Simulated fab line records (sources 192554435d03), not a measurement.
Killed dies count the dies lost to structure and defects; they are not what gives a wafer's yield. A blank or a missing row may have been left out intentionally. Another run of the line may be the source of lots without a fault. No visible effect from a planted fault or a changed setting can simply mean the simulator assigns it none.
The tool behind it: which one?	flow n5-finfet	11 lots with 31 wafers sampled at 5 steps, on a route of 1938 steps

## WHAT THE GAUGES SHOWED, per wafer
N5_BEOL_M13_RS_MEAS_54: measurement is done with a four-point probe. Usual: for M13_RS the level is 0.0451 ohm/sq and the standard deviation is 0.00058.
lot	measured	on	M13_RS (ohm/sq)	flag
L335	day 11 08:48	film-metro-02	0.0462 0.0460 0.0450	
L336	day 11 13:54	film-metro-01	0.0458 0.0447 0.0462	
L338	day 11 19:31	film-metro-02	0.0446 0.0456 0.0443	
L339	day 12 17:19	film-metro-01	0.0450 0.0449 0.0452	
L343	day 14 15:47	film-metro-01	0.0438 0.0446	
L342	day 14 23:03	film-metro-01	0.0452 0.0452	
L349	day 15 19:14	film-metro-01	0.0457 0.0458 0.0458	
L350	day 16 10:38	film-metro-02	0.0449 0.0456 0.0452	
L352	day 16 11:38	film-metro-02	0.0450 0.0442 0.0446	
L355	day 16 17:11	film-metro-01	0.0448 0.0448 0.0450	
L357	day 17 22:52	film-metro-01	0.0455 0.0446 0.0460	

N5_BEOL_M14_THK_MEAS_01. Usual: for M14_ILD_THK the level is 1117 nm and the standard deviation is 13.
lot	measured	on	M14_ILD_THK (nm)	flag
L335	day 11 09:09	film-metro-01	1111 1128 1139	
L336	day 11 14:14	film-metro-02	1106 1130 1119	
L338	day 11 19:46	film-metro-01	1116 1136 1111	
L339	day 12 17:34	film-metro-02	1107 1123 1126	
L343	day 14 16:03	film-metro-02	1118 890	OFF
L342	day 14 23:18	film-metro-01	1100 888	OFF
L349	day 15 19:29	film-metro-02	1112 1133 1154	
L350	day 16 10:53	film-metro-01	1105 1113 1121	
L352	day 16 11:53	film-metro-01	1139 1129 1128	
L355	day 16 17:26	film-metro-01	1118 1135 1128	
L357	day 17 23:07	film-metro-02	1094 1089 1115	

## WHICH TOOL RAN EACH LOT (tool, then ch and the chambers of the sampled wafers, then the start)
lot	N5_BEOL_M13_ETCH_67	N5_BEOL_M13_DEGAS_41	N5_BEOL_M14_ILD_DEP_00
L335	rie-diel-04 ch 0,2,3, day 11 04:42	pvd-sputter-01, day 11 07:34	pecvd-01 ch 0,1, day 11 08:52
L336	rie-diel-04 ch 0,2,3, day 11 10:02	pvd-sputter-01, day 11 12:40	pecvd-01 ch 0,1, day 11 13:58
L338	rie-diel-03 ch 1,3, day 11 12:51	pvd-sputter-01, day 11 18:16	pecvd-02 ch 0,1,2, day 11 19:34
L339	rie-diel-03 ch 0,1, day 12 14:48	pvd-sputter-02, day 12 15:50	pecvd-02 ch 0,2, day 12 17:23
L343	rie-diel-03 ch 2, day 14 13:23	pvd-sputter-01, day 14 14:32	pecvd-02 ch 1, day 14 15:52
L342	rie-diel-05 ch 1,2, day 14 17:29	pvd-sputter-02, day 14 21:46	pecvd-02 ch 1,2, day 14 23:07
L349	rie-diel-05 ch 1,2, day 15 17:02	pvd-sputter-02, day 15 17:58	pecvd-01 ch 0,1,2, day 15 19:17
L350	rie-diel-04 ch 0,1,2, day 16 07:37	pvd-sputter-01, day 16 09:24	pecvd-01 ch 0,1,2, day 16 10:42
L352	rie-diel-03 ch 0,2,3, day 16 08:22	pvd-sputter-03, day 16 10:23	pecvd-01 ch 0,1,2, day 16 11:46
L355	rie-diel-04 ch 1,2, day 16 14:16	pvd-sputter-03, day 16 15:54	pecvd-03 ch 0,2, day 16 17:15
L357	rie-diel-04 ch 0,2,3, day 17 19:59	pvd-sputter-03, day 17 21:37	pecvd-02 ch 0,1, day 17 22:55
- N5_BEOL_M13_ETCH_67: etches SiARC in CF4, target depth 143 nm, time 238.3 s.
- N5_BEOL_M13_DEGAS_41: time 60 s.
- N5_BEOL_M14_ILD_DEP_00: deposits SiO2 from TEOS/O2, target thk 1119.3 nm, time 237.4 s.

## AS READ BY THE TOOLS THEMSELVES (means over the sampled wafers that have a number; for cases with no such wafer, the mark the record gives instead)
N5_BEOL_M13_ETCH_67. Usual: drypump-motor-current-A 5.5 A, standard deviation 0.42; etch-rf-on-time-s 240 s, standard deviation 4.3; oes-product-au 0.66 a.u., standard deviation 0.065; rf-vpp-V 183.9 V, standard deviation 1.1; showerhead-plenum-p-Torr 2.14 Torr, standard deviation 0.064; throttle-valve-pct 15.61 %, standard deviation 0.16.
lot	tool	drypump-motor-current-A (A)	etch-rf-on-time-s (s)	oes-product-au (a.u.)	rf-vpp-V (V)	showerhead-plenum-p-Torr (Torr)	throttle-valve-pct (%)	flag
L335	rie-diel-04	5.4	243	0.66	184.7	2.15	15.61	
L336	rie-diel-04	5.4	243	0.66	184.3	2.15	15.63	
L338	rie-diel-03	5.9	234	0.65	184.3	2.11	15.64	
L339	rie-diel-03	5.5	236	0.61	183.6	2.15	15.66	
L343	rie-diel-03	5.4	237	0.73	182.1	2.09	15.56	
L342	rie-diel-05	5.9	242	0.61	183.6	2.09	15.61	
L349	rie-diel-05	5.9	243	0.60	182.8	2.07	15.62	
L350	rie-diel-04	5.3	238	0.67	185.2	2.15	15.61	
L352	rie-diel-03	5.7	236	0.65	184.0	2.09	15.61	
L355	rie-diel-04	5.0	238	0.69	183.3	2.20	15.61	
L357	rie-diel-04	5.4	242	0.63	183.6	2.14	15.71	

N5_BEOL_M13_DEGAS_41. Usual: heater-power-w reads 337 W (standard deviation 30).
lot	tool	heater-power-w (W)	flag
L335	pvd-sputter-01	334	
L336	pvd-sputter-01	324	
L338	pvd-sputter-01	323	
L339	pvd-sputter-02	387	
L343	pvd-sputter-01	332	
L342	pvd-sputter-02	348	
L349	pvd-sputter-02	374	
L350	pvd-sputter-01	327	
L352	pvd-sputter-03	339	
L355	pvd-sputter-03	324	
L357	pvd-sputter-03	331	

N5_BEOL_M14_ILD_DEP_00. Usual: heater-power-w 583 W, standard deviation 85; run-length-s 280.3 s, standard deviation 0.66; showerhead-plenum-p-Torr 8.32 Torr, standard deviation 0.039; throttle-valve-pct 18.5 %, standard deviation 0.74.
lot	tool	heater-power-w (W)	run-length-s (s)	showerhead-plenum-p-Torr (Torr)	throttle-valve-pct (%)	flag
L335	pecvd-01	549	279.5	8.27	18.5	
L336	pecvd-01	531	279.5	8.26	18.6	
L338	pecvd-02	607	280.4	8.33	18.4	
L339	pecvd-02	665	280.2	8.33	18.7	
L343	pecvd-02	646	255.7	8.38	18.9	OFF
L342	pecvd-02	630	255.5	8.36	18.4	OFF
L349	pecvd-01	600	280.6	8.27	18.4	
L350	pecvd-01	543	280.3	8.28	18.3	
L352	pecvd-01	504	280.1	8.30	18.2	
L355	pecvd-03	489	280.2	8.35	18.9	
L357	pecvd-02	607	280.1	8.34	19.1	

## THE ANSWER, worked out from the rows above alone
Rule: take the mean of a lot's wafers that have a number; if it is more than 3 standard deviations from the usual mean, the lot is off. A lot without any number at a reading at which 4 lots or more have one is off too. Any other lot the step has rows for is counted as sound. After the gauges, taken in route order, come the tools' own readings; for these a lot's mean is taken, as printed above. At the first step where some lot is off, the reading lying furthest off is the one used; lots without a number count as furthest.
Off: L343, L342, seen at N5_BEOL_M14_THK_MEAS_01 (M14_ILD_THK).
If a tool, at a process step before that reading, ran all the lots that are off and no sound lot after the first of them, it fits. The gauges at N5_BEOL_M14_THK_MEAS_01 aren't tried: what is off there is off at N5_BEOL_M14_ILD_DEP_00 too, on other tools, and a gauge's error can't cause that. No candidate that was tried fits.

## WHAT THE SIMULATOR PUT IN
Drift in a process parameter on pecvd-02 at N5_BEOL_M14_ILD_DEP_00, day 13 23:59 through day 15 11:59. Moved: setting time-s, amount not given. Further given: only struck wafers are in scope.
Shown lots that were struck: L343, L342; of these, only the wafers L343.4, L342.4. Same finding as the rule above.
